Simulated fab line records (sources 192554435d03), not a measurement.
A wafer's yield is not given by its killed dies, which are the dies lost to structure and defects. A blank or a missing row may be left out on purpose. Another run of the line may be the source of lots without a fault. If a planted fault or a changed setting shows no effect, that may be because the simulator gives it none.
Comparing a struck lot with a sound one | flow n5Finfet | 30 out of 1938 route steps
Sound: these wafers, L792.2, L792.3, L792.4. Wafers struck: L794.3, L794.4, L794.5. The cause is named last.
Per side, at each step with rows, come the tool, then ch with its chambers, and then its first start. Under that, the readings that differ: sound wafers | struck wafers | difference of the means | sigmas: that difference in standard deviations of wafers without a fault.
alike: a reading whose means differ by less than 2 such deviations, as well as words and numbers matching on both sides. not compared: withheld readings; readings where some wafer has no value; bounds like >300 that might hide an equal value; numbers whose values overlap and for which the record gives no deviation.
Wherever a step has rows on one side only, a row that says differs or no value, or a row with sigmas, the two part there. Non-overlapping numbers with no deviation appear without sigmas and do not part them. A reading that every wafer of one side lacks parts them only if that side has two wafers or more.

first, 11 steps without rows for these wafers: N5_GATE_CUT_ETCH_56 (etches TiN in Cl2/Ar, target depth 21.6 nm); N5_GATE_CUT_ETCHBACK_30 (etches TiN in Cl2/Ar, target depth 3 nm); N5_GATE_CUT_VAPOR_ETCH_60 (etches HfO2 in BCl3/Cl2); N5_GATE_CUT_ETCH_58 (etches SiNx in CH3F/O2, target depth 17 nm, time 128.6 s); N5_GATE_CUT_STRIP_59 (strips in N2/H2, time 20 s); N5_GATE_CUT_PRECLEAN_31 (cleans in DIW, time 300 s); N5_GATE_CUT_SRD_32 (time 30 s); N5_GATE_CUT_SAC_CAP_01 (material SiNx, target thk 24 nm, pulse time 1 s, ald cycles 480); N5_GATE_CUT_PECVD_57 (deposits SiNx from SiH4/NH3/N2, target thk 21 nm); N5_GATE_CUT_CMP_02 (polishes, stops on SiO2, t overpolish 12.7 s, target thk 0 nm); N5_GATE_CUT_HM_DEP_46 (deposits SiO2 from TEOS/O2, target thk 130 nm, time 26.6 s).
N5_GATE_CUT_COAT_34: time 60 s, resist thk 60 nm.
  sound on lithoTrack-01 ch 0, day 6 15:29; struck on lithoTrack-01 ch 0, day 7 04:26
reading                                  | sound                | struck               | difference | sigmas
spinSpeedRpm (rpm)                       | 1498.5 1501.7 1501.5 | 1411.7 1412.7 1411.3 | -88.7      | -89
model.SOC_of_GATE_CUT_COAT_34.thkNm (nm) | 60.2 60 60.2         | 61.8 62 61.8         | +1.7       | 
  alike: chillPlateTempC
then, 11 steps without rows for these wafers: N5_GATE_CUT_COAT_35 (time 60 s, resist thk 10 nm); N5_GATE_CUT_COAT_27 (time 60 s, resist thk 10 nm); N5_GATE_CUT_COAT_07 (resist thk 30 nm); N5_GATE_CUT_EBR_09; N5_GATE_CUT_SOFTBAKE_08 (time 60 s); N5_GATE_CUT_EXPOSE_10 (exposes mask GATE CUT, target cd 20 nm); N5_GATE_CUT_PEB_11 (peb time 60 s); N5_GATE_CUT_DEVELOP_12 (develop time 30 s); N5_GATE_CUT_DESCUM_18 (chemistry O2, time 7 s); N5_GATE_CUT_ETCH_28 (etches underlayer in N2/H2, target depth 13 nm, time 10.4 s); N5_GATE_CUT_ETCH_36 (etches SiARC in CF4, target depth 13 nm, time 21.7 s).
N5_GATE_CUT_ETCH_37: etches SOC in N2/H2, target depth 60 nm, overetch 12 nm, time 90 s.
  sound on rieDiel-06 ch 0,1,2, day 6 16:04; struck on rieDiel-03 ch 1,3, day 7 04:54
reading                 | sound             | struck            | difference | sigmas
model.etch.depthNm (nm) | 60.26 60.07 60.14 | 61.84 62.07 61.81 | +1.75      | 
  alike: drypumpMotorCurrentA, oesProductAu, rfFwdPowerW, rfVppV, showerheadPlenumPTorr, throttleValvePct
  not compared: rfHoursCounterH
then, 2 steps without rows for these wafers: N5_GATE_CUT_STRIP_38 (strips in N2/H2); N5_GATE_CUT_STRIP_39 (strips in N2/H2).
N5_GATE_CUT_HM_OPEN_40: chemistry C4F6/O2, target SiO2, target depth 139 nm, time 85.1 s.
  sound on rieDiel-06 ch 0,1,2, day 6 16:10; struck on rieDiel-03 ch 1,3, day 7 04:59
reading                                  | sound          | struck       | difference | sigmas
model.SOC_of_GATE_CUT_COAT_34.thkNm (nm) | 33.6 32.2 32.6 | 35 34.4 34.6 | +2         | 
  alike: drypumpMotorCurrentA, etchRfOnTimeS, oesProductAu, rfFwdPowerW, rfVppV, showerheadPlenumPTorr, throttleValvePct
  not compared: rfHoursCounterH
then, 1 step without rows for these wafers: N5_GATE_CUT_STRIP_41 (strips in CF4).
-- a jump in the record: the struck wafers' starts before and after are 4 days apart (it breaks off in module GATE_CUT and resumes in module BEOL_M4, where the first step shown is number 1111 of the route) --
N5_BEOL_M4_RC_MEAS_101:
  sound on prober-01 ch 0, day 10 21:52; struck on prober-02 ch 0, day 10 21:20
reading   | sound          | struck         | difference | sigmas
VT_P (mV) | -242 -241 -245 | -252 -254 -247 | -8         | -2
  alike: DIBL_N, DIBL_P, IOFF_N, IOFF_P, ION_N, ION_P, SS_N, SS_P, VT_N
-- the record jumps here: 5 days lie between the struck wafers' starts before and after (it left off in module BEOL_M4 and takes up again in module PASSIVATION, whose first step shown is number 1936 of the route) --
N5_PASSIVATION_PROBE_49:
  sound on prober-02, day 15 04:22; struck on prober-02, day 15 15:23
  alike: defectLimitedYield, killed_at_M0_to_M3, killed_at_M4_up, killedAtContacts, killedAtFrontEnd, killedAtOther, killedDies, killedOnRim, killedOpen, killedShort, sort_bin_4_leakage, sort_bin_5_function, sort_bin_6_memory, sortNPass, sortYieldPct

== WHERE THEY PART ==
Earliest at N5_GATE_CUT_COAT_34; latest, in this record, at N5_BEOL_M4_RC_MEAS_101. Later steps at which nothing parts them and some readings are alike: N5_PASSIVATION_PROBE_49.

WHY: the cause the simulator had injected
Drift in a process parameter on lithoTrack-01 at N5_GATE_CUT_COAT_34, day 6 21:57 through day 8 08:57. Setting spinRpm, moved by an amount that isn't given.
